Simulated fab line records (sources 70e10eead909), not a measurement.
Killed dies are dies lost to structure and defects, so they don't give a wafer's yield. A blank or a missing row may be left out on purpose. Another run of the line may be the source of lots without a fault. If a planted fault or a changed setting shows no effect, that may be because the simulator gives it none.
fab line records	flow nand_harc
[record] lots = 24	wafers = 72	last_day = 33
route steps=1302 shown A_CONTACT@1012
lots with no fault: from the same line, run without faults
start_h: hours from the record's opening day to when the first of the lot's shown wafers began	wait_h: how many hours have passed since the lot's step before this one	" as in the row above	L1.1+2: several wafers, shown together as one row	- no value, or no start was given	* or withheld: withheld	< > ~ a bound
route shown NAME@n: names a module that has steps shown in the file, with the first one's number in the route	usual: mean and standard deviation over wafers with no fault	same: alike in all rows	chamber/n: place in a boat	sites: per-site readings	_std_site: their standard deviation	_edge_site: the outer-site mean with the inner-site mean subtracted	radius_mm: how far each site lies from the wafer's centre	mask NAME#n: copy n	behind: the tool/chamber that last shaped the wafer	hold: cause of the lot's hold/its duration in hours/its outcome	device: which transistor (n, p or np) failed to switch	end of line: the same wafers' tests at the end of the route	where a step has no rows: the recipe by itself	killed: dies that structure and defects cost at the first sort, which is not the same as the wafer's yield	map: shows each die of a wafer: x if killed, . if not, _ if none is there
set.NAME: setting as actually run; set.NAME@STEP: the setting as run at that earlier step	model.NAME: the simulator's own value behind a step, which no gauge read
a sample of lots followed through the steps of the route, with each step as a table and each wafer as a row
services: a tool's chamber out of use, with start hour (start_h, from the record's first day; less than 0 if before it), hours out, and reason
[[steps]]
[step NHARC_A_CONTACT_ETCH_118]
[recipe] source_w = withheld	pressure_mtorr = 20	bias_v = 3000	time_s = 190	target_depth_a = 18500	ar_flow_sccm = withheld	c4f8_flow_sccm = withheld	o2_flow_sccm = withheld	chemistry = C4F8/O2/Ar
[same] time_s = 190
lot.wafer	tool	chamber	start_h	wait_h	rf_hours_counter_h
L074.4	har_cap_etch-01	1	489.84	0.1	-
L074.3	"	0	"	"	-
L074.6	"	1	"	"	-
L075.1	har_cap_etch-02	0	490.16	0.1	89
L075.2	"	1	"	"	89
L075.4	"	0	"	"	-
L076.2	har_cap_etch-02	0	510.74	0.1	93
L076.4	"	1	"	"	-
L076.5	"	1	"	"	-
L078.1	har_cap_etch-02	1	522.49	0.1	95
L078.4	"	0	"	"	-
L078.6	"	1	"	"	-
L077.1	har_cap_etch-03	1	522.87	0.1	49
L077.6	"	1	"	"	-
L077.5	"	0	"	"	-
L080.3	har_cap_etch-01	0	537.22	0.1	-
L080.6	"	0	"	"	-
L080.5	"	1	"	"	-
L079.2	har_cap_etch-02	0	537.52	0.1	99
L079.4	"	0	"	"	-
L079.6	"	0	"	"	-
L081.4	har_cap_etch-03	0	562.84	0.1	-
L081.6	"	0	"	"	-
L081.5	"	1	"	"	-
L083.2	har_cap_etch-02	0	576.77	0.1	105
L083.4	"	0	"	"	-
L083.6	"	1	"	"	-
L082.2	har_cap_etch-03	0	580.73	0.1	59
L082.4	"	0	"	"	-
L082.5	"	0	"	"	-
L085.4	har_cap_etch-01	0	593.31	0.1	-
L085.3	"	1	"	"	-
L085.6	"	1	"	"	-
L084.1	har_cap_etch-02	1	594.12	0.2	109
L084.2	"	0	"	"	109
L084.4	"	0	"	"	-
L086.2	har_cap_etch-01	1	608.93	0.1	16
L086.1	"	0	"	"	16
L086.6	"	1	"	"	-
L087.2	har_cap_etch-02	1	609.81	0.1	113
L087.3	"	1	"	"	-
L087.6	"	0	"	"	-
L088.2	har_cap_etch-01	0	627.91	0.1	20
L088.4	"	0	"	"	-
L088.5	"	1	"	"	-
L089.4	har_cap_etch-03	0	628.99	0.1	-
L089.3	"	1	"	"	-
L089.5	"	1	"	"	-
L090.1	har_cap_etch-02	1	661.98	0.1	120
L090.5	"	1	"	"	-
L090.6	"	0	"	"	-
L091.2	har_cap_etch-01	1	667.92	0.1	25
L091.4	"	1	"	"	-
L091.6	"	0	"	"	-
L093.1	har_cap_etch-03	1	671.62	0.1	74
L093.2	"	0	"	"	74
L093.4	"	0	"	"	-
L092.2	har_cap_etch-01	1	682.38	0.1	27
L092.3	"	1	"	"	-
L092.5	"	1	"	"	-
L094.2	har_cap_etch-02	0	687.45	0.1	126
L094.5	"	1	"	"	-
L094.6	"	0	"	"	-
L095.3	har_cap_etch-02	1	701.51	0.1	-
L095.6	"	0	"	"	-
L095.5	"	1	"	"	-
L096.4	har_cap_etch-02	1	713.30	0.1	-
L096.5	"	1	"	"	-
L096.6	"	0	"	"	-
L097.3	har_cap_etch-01	0	719.48	0.1	-
L097.6	"	1	"	"	-
L097.5	"	0	"	"	-
[step NHARC_A_CONTACT_ETCH_122]
[recipe] source_w = withheld	pressure_mtorr = 20	bias_v = 3000	time_s = 190	target_depth_a = 18500	ar_flow_sccm = withheld	c4f8_flow_sccm = withheld	o2_flow_sccm = withheld	chemistry = C4F8/O2/Ar
[same] time_s = 190
lot.wafer	tool	chamber	start_h	wait_h	rf_hours_counter_h
L074.4	har_cap_etch-01	1	490.51	0.1	-
L074.3	"	0	"	"	-
L074.6	"	1	"	"	-
L075.1	har_cap_etch-02	0	490.84	0.1	90
L075.2	"	1	"	"	90
L075.4	"	0	"	"	-
L076.2	har_cap_etch-02	0	511.42	0.1	94
L076.4	"	1	"	"	-
L076.5	"	1	"	"	-
L078.1	har_cap_etch-02	1	523.18	0.1	96
L078.4	"	0	"	"	-
L078.6	"	1	"	"	-
L077.1	har_cap_etch-03	1	523.55	0.1	50
L077.6	"	1	"	"	-
L077.5	"	0	"	"	-
L080.3	har_cap_etch-01	0	537.90	0.1	-
L080.6	"	0	"	"	-
L080.5	"	1	"	"	-
L079.2	har_cap_etch-02	0	538.20	0.1	100
L079.4	"	0	"	"	-
L079.6	"	0	"	"	-
L081.4	har_cap_etch-03	0	563.53	0.1	-
L081.6	"	0	"	"	-
L081.5	"	1	"	"	-
L083.2	har_cap_etch-02	0	577.45	0.1	105
L083.4	"	0	"	"	-
L083.6	"	1	"	"	-
L082.2	har_cap_etch-03	0	581.42	0.1	59
L082.4	"	0	"	"	-
L082.5	"	0	"	"	-
L085.4	har_cap_etch-01	0	593.99	0.1	-
L085.3	"	1	"	"	-
L085.6	"	1	"	"	-
L084.1	har_cap_etch-02	1	595.02	0.2	109
L084.2	"	0	"	"	109
L084.4	"	0	"	"	-
L086.2	har_cap_etch-01	1	609.61	0.1	17
L086.1	"	0	"	"	17
L086.6	"	1	"	"	-
L087.2	har_cap_etch-02	1	610.49	0.1	114
L087.3	"	1	"	"	-
L087.6	"	0	"	"	-
L088.2	har_cap_etch-01	0	628.60	0.1	20
L088.4	"	0	"	"	-
L088.5	"	1	"	"	-
L089.4	har_cap_etch-03	0	629.68	0.1	-
L089.3	"	1	"	"	-
L089.5	"	1	"	"	-
L090.1	har_cap_etch-02	1	662.65	0.1	121
L090.5	"	1	"	"	-
L090.6	"	0	"	"	-
L091.2	har_cap_etch-01	1	668.60	0.1	25
L091.4	"	1	"	"	-
L091.6	"	0	"	"	-
L093.1	har_cap_etch-03	1	672.31	0.1	75
L093.2	"	0	"	"	75
L093.4	"	0	"	"	-
L092.2	har_cap_etch-01	1	683.06	0.1	27
L092.3	"	1	"	"	-
L092.5	"	1	"	"	-
L094.2	har_cap_etch-02	0	688.14	0.1	126
L094.5	"	1	"	"	-
L094.6	"	0	"	"	-
L095.3	har_cap_etch-02	1	702.19	0.1	-
L095.6	"	0	"	"	-
L095.5	"	1	"	"	-
L096.4	har_cap_etch-02	1	713.98	0.1	-
L096.5	"	1	"	"	-
L096.6	"	0	"	"	-
L097.3	har_cap_etch-01	0	720.16	0.1	-
L097.6	"	1	"	"	-
L097.5	"	0	"	"	-
[step NHARC_A_CONTACT_ETCH_90]
[recipe] target_depth_a = 400	over_etch_frac = 0.5	time_s = 85.7	ion_energy_ev = 120	ch3f_flow_sccm = 50	o2_flow_sccm = 30	ar_flow_sccm = 200	rf_w = 500	bias_w = 100	chemistry = CH3F/O2
[usual] drypump_motor_current_A = 5.5/0.35	oes_product_au = 0.96/0.039	rf_vpp_V = 244.6/1.6	showerhead_plenum_p_Torr = 2.48/0.1	throttle_valve_pct = 20.662/0.0088
[same] time_s = 85.7
lot.wafer	tool	chamber	start_h	wait_h	drypump_motor_current_A	oes_product_au	rf_hours_counter_h	rf_vpp_V	showerhead_plenum_p_Torr	throttle_valve_pct
L074.4	rie_diel-08	2	491.61	0.7	5.7	0.99	37	243.0	2.33	20.666
L074.3	"	0	"	"	5.6	1.00	35	244.2	2.49	20.660
L074.6	"	1	"	"	5.6	1.00	-	246.6	2.60	20.666
L075.4	rie_diel-12	0	491.99	0.7	5.6	0.92	10	246.3	2.66	20.637
L075.2	"	2	"	"	5.8	0.94	9	245.6	2.60	20.662
L075.1	"	3	"	"	5.4	0.91	8	244.0	2.57	20.678
L076.4	rie_diel-08	3	512.60	0.7	5.0	0.93	47	245.2	2.49	20.646
L076.2	"	1	"	"	5.6	0.92	42	247.4	2.60	20.671
L076.5	"	3	"	"	5.0	0.93	-	244.1	2.49	20.664
L078.4	rie_diel-08	0	524.47	0.8	5.6	0.92	50	244.5	2.48	20.666
L078.1	"	2	"	"	5.7	0.91	49	241.7	2.33	20.657
L078.6	"	0	"	"	5.6	0.94	-	245.2	2.48	20.656
L077.1	rie_diel-08	1	524.73	0.9	5.6	0.92	48	246.5	2.60	20.654
L077.5	"	3	"	"	5.0	0.94	-	244.8	2.49	20.651
L077.6	"	0	"	"	5.6	0.93	-	246.5	2.48	20.653
L080.3	rie_diel-08	1	539.03	0.8	5.6	0.91	51	246.6	2.60	20.660
L080.6	"	2	"	"	5.7	0.92	-	241.8	2.32	20.658
L080.5	"	3	"	"	5.0	0.93	-	243.6	2.49	20.669
L079.4	rie_diel-08	2	539.34	0.6	5.7	0.91	52	241.4	2.32	20.667
L079.2	"	3	"	"	5.0	0.93	54	244.4	2.48	20.668
L079.6	"	2	"	"	5.7	0.91	-	243.5	2.32	20.665
L081.4	rie_diel-12	3	564.64	0.7	5.4	0.93	19	246.2	2.57	20.667
L081.5	"	2	"	"	5.7	0.94	-	244.6	2.59	20.649
L081.6	"	3	"	"	5.4	0.92	-	245.0	2.57	20.651
L083.4	rie_diel-03	0	578.61	0.7	5.3	0.95	33	242.5	2.37	20.670
L083.2	"	2	"	"	4.8	0.92	40	242.2	2.38	20.651
L083.6	"	0	"	"	5.2	0.95	-	242.5	2.37	20.671
L082.2	rie_diel-08	2	582.56	0.8	5.7	0.99	11	242.0	2.32	20.667
L082.4	"	3	"	"	5.0	1.00	10	244.4	2.48	20.669
L082.5	"	2	"	"	5.7	0.99	-	244.6	2.32	20.667
L085.3	rie_diel-08	0	595.10	0.6	5.6	0.94	12	243.7	2.48	20.648
L085.4	"	1	"	"	5.6	0.93	14	247.4	2.59	20.657
L085.6	"	0	"	"	5.6	0.93	-	243.9	2.48	20.665
L084.2	rie_diel-12	3	596.40	0.9	5.4	1.01	24	244.1	2.57	20.675
L084.4	"	0	"	"	5.6	0.99	28	245.4	2.65	20.673
L084.1	"	2	"	"	5.8	1.00	23	245.3	2.59	20.671
L086.1	rie_diel-08	2	610.77	0.8	5.7	1.00	21	241.6	2.32	20.670
L086.2	"	0	"	"	5.6	1.01	17	244.2	2.47	20.667
L086.6	"	1	"	"	5.6	1.01	-	246.6	2.59	20.662
L087.3	rie_diel-12	1	611.62	0.6	6.1	0.93	28	245.2	2.48	20.662
L087.2	"	0	"	"	5.6	0.93	30	247.8	2.65	20.663
L087.6	"	1	"	"	6.0	0.93	-	245.7	2.48	20.667
L088.4	rie_diel-08	1	629.77	0.7	5.6	0.92	23	247.3	2.59	20.662
L088.2	"	3	"	"	5.0	0.93	24	244.9	2.47	20.654
L088.5	"	1	"	"	5.6	0.92	-	246.2	2.59	20.652
L089.4	rie_diel-08	0	630.78	0.7	5.6	1.01	21	244.0	2.47	20.670
L089.3	"	2	"	"	5.7	1.00	25	241.9	2.31	20.665
L089.5	"	0	"	"	5.6	1.00	-	244.9	2.47	20.652
L090.1	rie_diel-03	1	663.83	0.9	6.1	1.01	5	244.5	2.39	20.654
L090.5	"	3	"	"	5.7	1.01	-	247.3	2.61	20.665
L090.6	"	0	"	"	5.3	1.01	-	243.3	2.36	20.645
L091.2	rie_diel-03	2	669.74	0.8	4.8	0.93	9	243.4	2.37	20.658
L091.4	"	3	"	"	5.6	0.93	8	245.5	2.61	20.676
L091.6	"	2	"	"	4.8	0.93	-	242.8	2.37	20.662
L093.2	rie_diel-03	3	673.45	0.8	5.7	1.00	8	246.1	2.61	20.658
L093.4	"	0	"	"	5.3	1.02	6	242.3	2.36	20.666
L093.1	"	2	"	"	4.8	1.02	9	242.9	2.37	20.667
L092.3	rie_diel-03	1	684.18	0.6	6.1	0.99	11	243.9	2.39	20.667
L092.2	"	2	"	"	4.8	1.00	12	242.4	2.37	20.646
L092.5	"	2	"	"	4.8	1.01	-	244.1	2.37	20.676
L094.2	rie_diel-12	2	689.28	0.8	5.8	1.01	9	247.5	2.59	20.661
L094.6	"	1	"	"	6.0	1.00	-	244.5	2.48	20.671
L094.5	"	2	"	"	5.8	1.02	-	246.2	2.59	20.660
L095.3	rie_diel-03	3	703.26	0.6	5.7	1.00	18	245.5	2.60	20.667
L095.6	"	2	"	"	4.8	1.02	-	243.4	2.37	20.670
L095.5	"	3	"	"	5.7	1.01	-	245.9	2.60	20.663
L096.4	rie_diel-08	3	715.10	0.7	5.0	0.92	55	243.9	2.46	20.676
L096.5	"	1	"	"	5.5	0.91	-	245.6	2.57	20.675
L096.6	"	2	"	"	5.7	0.92	-	242.3	2.30	20.658
L097.3	rie_diel-12	2	721.27	0.7	5.8	0.94	17	246.0	2.58	20.663
L097.5	"	3	"	"	5.4	0.93	-	245.8	2.56	20.660
L097.6	"	0	"	"	5.6	0.93	-	246.5	2.64	20.652
[step NHARC_A_CONTACT_CD_MEAS_53]
[usual] cd_nm = 289.3/0.87
lot.wafer	tool	chamber	start_h	wait_h	cd_nm
L074.3	cd_sem-03	-	491.82	-	289.9
L074.4	"	-	"	"	290.1
L074.6	"	-	"	"	289.7
L075.1	cd_sem-03	-	492.21	-	289.5
L075.2	"	-	"	"	289.1
L075.4	"	-	"	"	289.5
L076.2	cd_sem-02	-	512.80	-	288.7
L076.4	"	-	"	"	289.2
L076.5	"	-	"	"	288.8
L078.1	cd_sem-03	-	524.69	-	289.1
L078.4	"	-	"	"	289.1
L078.6	"	-	"	"	289.2
L077.1	cd_sem-01	-	524.96	-	287.4
L077.5	"	-	"	"	287.9
L077.6	"	-	"	"	287.7
L080.3	cd_sem-01	-	539.21	-	287.5
L080.5	"	-	"	"	288.0
L080.6	"	-	"	"	287.7
L079.2	cd_sem-03	-	539.56	-	290.9
L079.4	"	-	"	"	290.4
L079.6	"	-	"	"	290.5
L081.4	cd_sem-01	-	564.85	-	289.2
L081.5	"	-	"	"	289.7
L081.6	"	-	"	"	289.0
L083.2	cd_sem-01	-	578.81	-	290.3
L083.4	"	-	"	"	290.5
L083.6	"	-	"	"	290.6
L082.2	cd_sem-01	-	582.77	-	289.9
L082.4	"	-	"	"	290.2
L082.5	"	-	"	"	289.7
L085.3	cd_sem-03	-	595.31	-	288.9
L085.4	"	-	"	"	289.2
L085.6	"	-	"	"	288.9
L084.1	cd_sem-01	-	596.62	-	289.4
L084.2	"	-	"	"	288.8
L084.4	"	-	"	"	288.8
L086.1	cd_sem-01	-	610.98	-	289.2
L086.2	"	-	"	"	290.0
L086.6	"	-	"	"	290.4
L087.2	cd_sem-02	-	611.84	-	288.9
L087.3	"	-	"	"	289.4
L087.6	"	-	"	"	289.3
L088.2	cd_sem-01	-	629.97	-	289.9
L088.4	"	-	"	"	289.7
L088.5	"	-	"	"	289.3
L089.3	cd_sem-01	-	630.99	-	288.5
L089.4	"	-	"	"	290.2
L089.5	"	-	"	"	289.5
L090.1	cd_sem-03	-	664.02	-	289.4
L090.5	"	-	"	"	290.1
L090.6	"	-	"	"	291.0
L091.2	cd_sem-03	-	669.95	-	289.3
L091.4	"	-	"	"	289.0
L091.6	"	-	"	"	289.1
L093.1	cd_sem-02	-	673.67	-	288.0
L093.2	"	-	"	"	289.5
L093.4	"	-	"	"	289.4
L092.2	cd_sem-02	-	684.48	-	289.0
L092.3	"	-	"	"	288.9
L092.5	"	-	"	"	289.3
L094.2	cd_sem-03	-	689.51	-	288.7
L094.5	"	-	"	"	288.5
L094.6	"	-	"	"	288.8
L095.3	cd_sem-03	-	703.47	-	290.2
L095.5	"	-	"	"	289.3
L095.6	"	-	"	"	290.3
L096.4	cd_sem-02	-	715.30	-	291.5
L096.5	"	-	"	"	291.1
L096.6	"	-	"	"	289.9
L097.3	cd_sem-02	-	721.45	-	287.9
L097.5	"	-	"	"	287.8
L097.6	"	-	"	"	288.5
[step NHARC_A_CONTACT_DEP_57]
[recipe] target_thk_a = 53000	temp_c = 400	material = aC
[usual] susceptor_temp_C = 399.96/0.24	throttle_valve_pct = 34.999/0.0097
lot.wafer	tool	chamber	start_h	wait_h	susceptor_temp_C	throttle_valve_pct
L075.1	acl_dep-01	0	497.57	-	-	35.012
L075.2	"	0	"	"	-	34.992
L075.4	"	0	499.17	-	-	34.993
L074.3	acl_dep-02	0	498.39	-	400.23	34.999
L074.4	"	0	"	"	400.31	34.993
L074.6	"	0	500.01	-	400.29	35.000
L076.2	acl_dep-01	0	514.88	-	400.01	34.997
L076.4	"	0	515.96	-	399.61	35.006
L076.5	"	0	"	"	399.91	34.992
L078.1	acl_dep-01	0	525.70	-	399.83	35.000
L078.4	"	0	527.35	-	399.99	34.998
L078.6	"	0	528.44	-	399.50	35.008
L077.1	acl_dep-03	0	526.04	-	399.83	35.000
L077.5	"	0	528.26	-	399.99	34.998
L077.6	"	0	"	"	400.04	35.000
L080.3	acl_dep-03	0	541.28	-	-	34.981
L080.5	"	0	542.34	-	-	35.000
L080.6	"	0	"	"	-	35.004
L079.2	acl_dep-01	0	541.44	-	399.73	35.015
L079.4	"	0	542.51	-	399.92	35.017
L079.6	"	0	543.58	-	399.68	35.024
L081.4	acl_dep-01	0	570.16	-	399.77	34.995
L081.5	"	0	"	"	399.63	35.004
L081.6	"	0	"	"	400.22	35.010
L083.2	acl_dep-03	0	580.31	-	399.89	34.994
L083.4	"	0	581.41	-	400.31	34.990
L083.6	"	0	582.50	-	400.22	35.014
L082.2	acl_dep-02	0	586.10	-	399.92	35.006
L082.4	"	0	587.18	-	400.31	34.999
L082.5	"	0	"	"	400.30	34.997
L084.1	acl_dep-01	0	597.57	-	-	35.001
L084.2	"	0	"	"	-	35.019
L084.4	"	0	599.15	-	-	35.004
L085.3	acl_dep-02	0	597.63	-	400.21	35.004
L085.4	"	0	"	"	400.00	35.004
L085.6	"	0	599.24	-	400.38	34.991
L086.1	acl_dep-01	0	616.39	-	-	34.989
L086.2	"	0	"	"	-	35.004
L086.6	"	0	619.03	-	-	34.993
L087.2	acl_dep-03	0	617.06	-	-	34.993
L087.3	"	0	"	"	-	35.014
L087.6	"	0	619.20	-	-	35.003
L088.2	acl_dep-02	0	631.47	-	400.04	35.005
L088.4	"	0	632.57	-	400.03	34.991
L088.5	"	0	"	"	399.97	35.001
L089.3	acl_dep-03	0	633.23	-	400.14	34.999
L089.4	"	0	"	"	400.05	35.013
L089.5	"	0	"	"	400.07	34.984
L090.1	acl_dep-01	0	664.97	-	399.85	34.990
L090.5	"	0	667.11	-	400.31	34.994
L090.6	"	0	"	"	399.70	35.006
L091.2	acl_dep-02	0	676.45	-	400.19	34.990
L091.4	"	0	677.53	-	399.71	35.007
L091.6	"	0	678.61	-	399.96	34.985
L093.1	acl_dep-03	0	680.66	-	-	35.004
L093.2	"	0	"	"	-	34.995
L093.4	"	0	682.26	-	-	34.981
L092.2	acl_dep-01	0	686.61	-	399.72	35.001
L092.3	"	0	"	"	400.13	35.015
L092.5	"	0	688.24	-	399.81	35.007
L094.2	acl_dep-03	0	691.16	-	-	34.997
L094.5	"	0	692.76	-	-	35.009
L094.6	"	0	"	"	-	35.007
L095.3	acl_dep-01	0	709.11	-	399.99	34.989
L095.5	"	0	710.19	-	399.61	34.996
L095.6	"	0	"	"	399.66	34.994
L096.4	acl_dep-01	0	717.84	-	-	35.000
L096.5	"	0	"	"	-	35.003
L096.6	"	0	"	"	-	34.986
L097.3	acl_dep-02	0	726.33	-	399.90	35.011
L097.5	"	0	727.41	-	399.49	34.988
L097.6	"	0	"	"	399.52	34.999
[step NHARC_A_CONTACT_ETCH_132]
[recipe] source_w = withheld	pressure_mtorr = 20	bias_v = 3000	time_s = 197	target_depth_a = 19240	ar_flow_sccm = withheld	c4f8_flow_sccm = withheld	o2_flow_sccm = withheld	chemistry = C4F8/O2/Ar
[same] time_s = 197
lot.wafer	tool	chamber	start_h	wait_h	rf_hours_counter_h
L074.4	har_cap_etch-02	1	504.39	0.1	-
L074.3	"	0	"	"	-
L074.6	"	1	"	"	-
L075.2	har_cap_etch-03	0	504.94	0.1	45
L075.1	"	1	"	"	45
L075.4	"	1	"	"	-
L076.2	har_cap_etch-01	1	522.52	0.3	1
L076.4	"	1	"	"	-
L076.5	"	0	"	"	-
L078.1	har_cap_etch-02	0	533.03	0.1	98
L078.4	"	1	"	"	-
L078.6	"	1	"	"	-
L077.1	har_cap_etch-03	0	533.28	0.1	52
L077.6	"	0	"	"	-
L077.5	"	1	"	"	-
L080.3	har_cap_etch-02	0	547.37	0.1	-
L080.5	"	0	"	"	-
L080.6	"	1	"	"	-
L079.2	har_cap_etch-03	0	548.14	0.1	55
L079.4	"	1	"	"	-
L079.6	"	0	"	"	-
L081.4	har_cap_etch-01	1	575.78	0.1	-
L081.5	"	0	"	"	-
L081.6	"	1	"	"	-
L083.2	har_cap_etch-02	1	586.96	0.1	107
L083.4	"	0	"	"	-
L083.6	"	0	"	"	-
L082.2	har_cap_etch-03	0	592.72	0.1	61
L082.4	"	1	"	"	-
L082.5	"	0	"	"	-
L085.3	har_cap_etch-02	1	603.75	0.1	-
L085.4	"	0	"	"	-
L085.6	"	0	"	"	-
L084.2	har_cap_etch-03	0	604.78	0.1	64
L084.1	"	1	"	"	64
L084.4	"	0	"	"	-
L086.2	har_cap_etch-03	0	623.46	0.1	67
L086.1	"	1	"	"	67
L086.6	"	1	"	"	-
L087.2	har_cap_etch-02	1	623.96	0.1	115
L087.3	"	0	"	"	-
L087.6	"	0	"	"	-
L088.2	har_cap_etch-03	1	638.43	0.1	71
L088.4	"	0	"	"	-
L088.5	"	1	"	"	-
L089.3	har_cap_etch-02	1	639.51	0.1	-
L089.4	"	0	"	"	-
L089.5	"	1	"	"	-
L090.1	har_cap_etch-02	0	671.98	0.1	123
L090.5	"	0	"	"	-
L090.6	"	1	"	"	-
L091.2	har_cap_etch-02	0	683.15	0.1	124
L091.4	"	1	"	"	-
L091.6	"	1	"	"	-
L093.1	har_cap_etch-01	0	688.47	0.1	29
L093.2	"	1	"	"	29
L093.4	"	1	"	"	-
L092.2	har_cap_etch-02	0	693.51	0.1	128
L092.3	"	1	"	"	-
L092.5	"	0	"	"	-
L094.2	har_cap_etch-03	1	697.84	0.1	79
L094.6	"	0	"	"	-
L094.5	"	1	"	"	-
L095.3	har_cap_etch-03	1	715.24	0.1	-
L095.5	"	1	"	"	-
L095.6	"	0	"	"	-
L096.4	har_cap_etch-01	1	723.57	0.1	-
L096.5	"	0	"	"	-
L096.6	"	1	"	"	-
L097.3	har_cap_etch-02	1	732.70	0.1	-
L097.6	"	1	"	"	-
L097.5	"	0	"	"	-
[[services]]
tool	chamber	start_h	hours	kind
acl_dep-03	-	485.92	13.0	pm
har_cap_etch-01	-	497.00	17.0	pm
har_cap_etch-01	0	497.00	17.0	vent_cycle
har_cap_etch-01	1	497.00	17.0	vent_cycle
har_cap_etch-01	0	514.00	-	clean
har_cap_etch-01	1	514.00	-	clean
har_cap_etch-01	1	514.00	-	consumable_replace:focus_ring
rie_diel-08	1	542.38	3.7	repair
rie_diel-08	-	545.21	9.0	pm
acl_dep-01	-	553.68	13.0	pm
har_cap_etch-03	-	564.55	2.6	repair
rie_diel-12	1	577.49	3.9	repair
rie_diel-12	3	581.30	1.6	repair
acl_dep-02	-	607.44	13.0	pm
rie_diel-12	-	622.40	9.0	pm
rie_diel-03	-	635.56	9.0	pm
rie_diel-08	1	648.37	9.1	repair
rie_diel-08	-	650.22	0.5	repair
acl_dep-02	-	650.75	1.0	repair
rie_diel-08	-	666.91	0.3	repair
acl_dep-03	-	667.66	13.0	pm
rie_diel-12	0	673.93	16.8	repair
rie_diel-03	3	678.19	6.5	repair
rie_diel-08	-	722.21	9.0	pm
[[key]]
fault none
